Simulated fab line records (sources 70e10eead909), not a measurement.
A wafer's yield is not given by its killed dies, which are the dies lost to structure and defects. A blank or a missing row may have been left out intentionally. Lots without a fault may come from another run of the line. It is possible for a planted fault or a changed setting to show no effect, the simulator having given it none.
Check of tool commonality / flow nand harc / 12 lots, 36 wafers sampled

## REASON FOR OPENING
At NHARC_P_ZERO_WELL_CD_MEAS_52 the reading cd nm is flagged on 1 of 12 lots. Fault-free wafers read 1999.6 nm, with a standard deviation of 2.1.
Rule: flag the lot when none of its wafers has a number, or when each of its wafers that has one lies beyond 4 standard deviations from that mean. All remaining lots are regarded as sound.

lot=L928; measured=day 2 01:52; on=cd sem-02; cd nm (nm), wafer by wafer=1997.9 2000.9 2001.3; flag=
lot=L929; measured=day 2 11:51; on=cd sem-01; cd nm (nm), wafer by wafer=1997.2 1998.2 2001.4; flag=
lot=L930; measured=day 2 21:57; on=cd sem-01; cd nm (nm), wafer by wafer=1999.7 2000.5 2000.6; flag=
lot=L932; measured=day 3 17:51; on=cd sem-02; cd nm (nm), wafer by wafer=2000.9 1999.0 2001.1; flag=
lot=L933; measured=day 4 03:56; on=cd sem-02; cd nm (nm), wafer by wafer=1999.7 2003.4 1999.8; flag=
lot=L934; measured=day 4 14:02; on=cd sem-03; cd nm (nm), wafer by wafer=1998.8 2000.1 1997.6; flag=
lot=L937; measured=day 5 19:45; on=cd sem-01; cd nm (nm), wafer by wafer=1997.1 1998.8 2001.8; flag=
lot=L939; measured=day 6 15:37; on=cd sem-01; cd nm (nm), wafer by wafer=1863.7 1863.6 1861.5; flag=FLAGGED
lot=L942; measured=day 7 21:54; on=cd sem-01; cd nm (nm), wafer by wafer=2002.7 2003.6 2000.9; flag=
lot=L944; measured=day 8 17:52; on=cd sem-02; cd nm (nm), wafer by wafer=1999.3 2002.0 1998.5; flag=
lot=L949; measured=day 10 20:09; on=cd sem-01; cd nm (nm), wafer by wafer=2002.2 1998.9 2002.5; flag=
lot=L951; measured=day 11 15:53; on=cd sem-02; cd nm (nm), wafer by wafer=1999.1 1995.1 1996.9; flag=
The numbers of the flagged lots are 1862.9 nm on average: -136.7 nm against the usual, or -65 standard deviations.

## TOOL THAT RAN EACH LOT
The record holds 1 process step before the reading, out of a route of 1302 steps. Every cell lists first the tool, next ch and the chambers used by the sampled wafers, and last the start.
lot=L928; flag=; NHARC_P_ZERO_WELL_EXPOSE_49=krf scanner-03 ch 0, day 2 01:43
lot=L929; flag=; NHARC_P_ZERO_WELL_EXPOSE_49=krf scanner-04 ch 0, day 2 11:41
lot=L930; flag=; NHARC_P_ZERO_WELL_EXPOSE_49=krf scanner-03 ch 0, day 2 21:48
lot=L932; flag=; NHARC_P_ZERO_WELL_EXPOSE_49=krf scanner-04 ch 0, day 3 17:42
lot=L933; flag=; NHARC_P_ZERO_WELL_EXPOSE_49=krf scanner-02 ch 0, day 4 03:47
lot=L934; flag=; NHARC_P_ZERO_WELL_EXPOSE_49=krf scanner-03 ch 0, day 4 13:53
lot=L937; flag=; NHARC_P_ZERO_WELL_EXPOSE_49=krf scanner-04 ch 0, day 5 19:36
lot=L939; flag=FLAGGED; NHARC_P_ZERO_WELL_EXPOSE_49=krf scanner-03 ch 0, day 6 15:28
lot=L942; flag=; NHARC_P_ZERO_WELL_EXPOSE_49=krf scanner-03 ch 0, day 7 21:45
lot=L944; flag=; NHARC_P_ZERO_WELL_EXPOSE_49=krf scanner-03 ch 0, day 8 17:43
lot=L949; flag=; NHARC_P_ZERO_WELL_EXPOSE_49=krf scanner-04 ch 0, day 10 19:59
lot=L951; flag=; NHARC_P_ZERO_WELL_EXPOSE_49=krf scanner-03 ch 0, day 11 15:44
What the steps here do:
- NHARC_P_ZERO_WELL_EXPOSE_49: exposes mask P HVPW, target cd 2000 nm.
- NHARC_P_ZERO_WELL_CD_MEAS_52: target cd 2000 nm.

## FLAGGED OVER TOTAL, TOOL BY TOOL (the gauges that took the reading come last)
step=NHARC_P_ZERO_WELL_EXPOSE_49; tool=krf scanner-02; lots run=1; flagged=0; share of the flagged lots=none; sound lots run after its first flagged lot=-
step=NHARC_P_ZERO_WELL_EXPOSE_49; tool=krf scanner-03; lots run=7; flagged=1; share of the flagged lots=all; sound lots run after its first flagged lot=3 (L942,L944,L951)
step=NHARC_P_ZERO_WELL_EXPOSE_49; tool=krf scanner-04; lots run=4; flagged=0; share of the flagged lots=none; sound lots run after its first flagged lot=-
step=NHARC_P_ZERO_WELL_CD_MEAS_52; tool=cd sem-01; lots run=6; flagged=1; share of the flagged lots=all; sound lots run after its first flagged lot=2 (L942,L949)
step=NHARC_P_ZERO_WELL_CD_MEAS_52; tool=cd sem-02; lots run=5; flagged=0; share of the flagged lots=none; sound lots run after its first flagged lot=-
step=NHARC_P_ZERO_WELL_CD_MEAS_52; tool=cd sem-03; lots run=1; flagged=0; share of the flagged lots=none; sound lots run after its first flagged lot=-

## THE TABLE: WHAT IT ALLOWS
2 rows of the table ran every flagged lot: krf scanner-03 at NHARC_P_ZERO_WELL_EXPOSE_49, cd sem-01 at NHARC_P_ZERO_WELL_CD_MEAS_52.
- krf scanner-03 at NHARC_P_ZERO_WELL_EXPOSE_49: 1 of its 7 lots flagged. After the first flagged lot (L942, L944, L951), sound lots still ran on it; a lasting fault on the whole tool would not permit that.
- cd sem-01 at NHARC_P_ZERO_WELL_CD_MEAS_52: 1 of its 6 lots flagged. After the first flagged lot (L942, L949), sound lots still ran on it; a lasting fault on the whole tool would not permit that.
No row of the table ran every flagged lot and no sound lot after the first.

## WHAT WAS PUT IN BY THE SIMULATOR
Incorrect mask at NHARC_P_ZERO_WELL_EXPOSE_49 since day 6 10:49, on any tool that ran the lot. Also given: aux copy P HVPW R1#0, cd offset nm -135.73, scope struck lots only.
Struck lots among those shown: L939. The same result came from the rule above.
